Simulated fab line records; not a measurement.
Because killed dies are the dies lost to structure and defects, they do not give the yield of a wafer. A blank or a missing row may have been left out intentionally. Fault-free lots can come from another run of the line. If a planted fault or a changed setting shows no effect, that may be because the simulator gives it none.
Chamber matching ; flow nand_harc ; rie_diel-07 running NHARC_A_STAIRCASE_TRIM_220: 4 sister chambers
The step chemistry O2, time 211.2 s. 4 wafers are shown with their chamber, then 7 later ones without.

== WAFERS WITH THEIR CHAMBER ==
wafer;chamber;drypump_motor_current_A (A)
L091.4;3;6.1
L092.3;1;6.3
L093.2;2;5.7
L093.3;0;5.1

== WAFERS WHOSE CHAMBER IS MISSING ==
wafer;drypump_motor_current_A (A)
L093.4;6.3
L093.1;6.0
L093.5;6.3
L093.6;5.1
L094.1;6.3
L094.3;6.0
L094.6;5.1

== CHAMBER TAKEN BY EACH ==
wafer;from the rows above;in truth
L093.4;1;1
L093.1;3;3
L093.5;1;1
L093.6;0;0
L094.1;1;1
L094.3;3;3
L094.6;0;0
7 of 7 placed correctly. From these rows, 0 cannot be placed. Number placed wrongly: 0.
How it was worked out, from the rows above alone: a wafer's distance from a chamber is the root of the sum, over the readings, of the square of ((its reading less the chamber's mean) divided by the reading's scatter). The wafer belongs to the nearest chamber; if the next one is less than 2 further off, it can't be placed. A chamber's mean is the mean of its shown wafers. The scatter (one wafer shown for each chamber): square how far every hidden wafer sits from the nearest shown wafer, average those squares and take the square root.
